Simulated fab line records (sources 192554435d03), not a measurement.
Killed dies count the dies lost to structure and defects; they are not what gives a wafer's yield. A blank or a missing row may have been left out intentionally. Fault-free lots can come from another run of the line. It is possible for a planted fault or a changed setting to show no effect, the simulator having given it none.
Which tool is to blame? | flow n5 finfet | 36 wafers from 12 lots sampled at 2 of the route's 1938 steps

WHAT EACH GAUGE READ, for each wafer
N5_DUMMY_GATE_CD_MEAS_24: target cd 15 nm.
lot  | measured    | on        | cd nm (nm)
L075 | day 3 06:39 | cd sem-01 | 15.1 15.2 15.4
L077 | day 4 01:35 | cd sem-01 | 14.4 15.3 15.7
L079 | day 4 09:32 | cd sem-02 | 15.1 15.8 14.7
L081 | day 4 18:39 | cd sem-02 | 14.9 15.6 15.0
L083 | day 5 08:27 | cd sem-03 | 14.6 14.3 14.7
L085 | day 5 20:41 | cd sem-03 | 14.9 14.8 15.2
L087 | day 6 11:08 | cd sem-03 | 15.4 15.3 14.8
L089 | day 6 21:09 | cd sem-03 | 14.3 13.3 15.2
L091 | day 7 12:44 | cd sem-01 | 15.3 15.2 15.5
L093 | day 7 20:33 | cd sem-02 | 14.9 15.6 15.1
L095 | day 8 05:19 | cd sem-01 | 14.7 15.2 15.0
L097 | day 8 16:49 | cd sem-03 | 15.7 15.2 15.6

TOOL THAT RAN EACH LOT (tool first, then ch and the chambers of the sampled wafers, then the start)
lot  | N5_DUMMY_GATE_ETCH_32
L075 | rie si-05 ch 1,2, day 3 06:27
L077 | rie si-01 ch 0,1,2, day 4 01:23
L079 | rie si-04 ch 0,1,3, day 4 09:20
L081 | rie si-04 ch 0,1,2, day 4 18:27
L083 | rie si-04 ch 1,2, day 5 08:15
L085 | rie si-01 ch 0,2,3, day 5 20:29
L087 | rie si-01 ch 0,3, day 6 10:56
L089 | rie si-01 ch 0,2, day 6 20:57
L091 | rie si-05 ch 1,3, day 7 12:32
L093 | rie si-01 ch 0,1,3, day 7 20:21
L095 | rie si-04 ch 0,1,3, day 8 05:07
L097 | rie si-01 ch 0,1,2, day 8 16:37
- N5_DUMMY_GATE_ETCH_32: etches SiO2 in CF4, target depth 3.5 nm, time 3.9 s.

THE ANSWER, worked out from the rows above alone
Rule: what is usual is taken from the lots themselves. Put in order of their means at a reading, lots are off if they are a third of the lots or fewer, leave a main group of 4 or more, and stand apart from it by a gap of 3 or more times the standard deviation of the main group's means; of several such gaps the widest counts. The tables above print the reading to a certain number of digits; a main group whose means all agree to those digits is not used. A lot without any number at a reading at which 4 lots or more have one is off too. All remaining lots with rows at the step are treated as sound.
Across all readings shown, no lot is off: no conclusion can be drawn from this.

WHAT WAS PUT IN BY THE SIMULATOR
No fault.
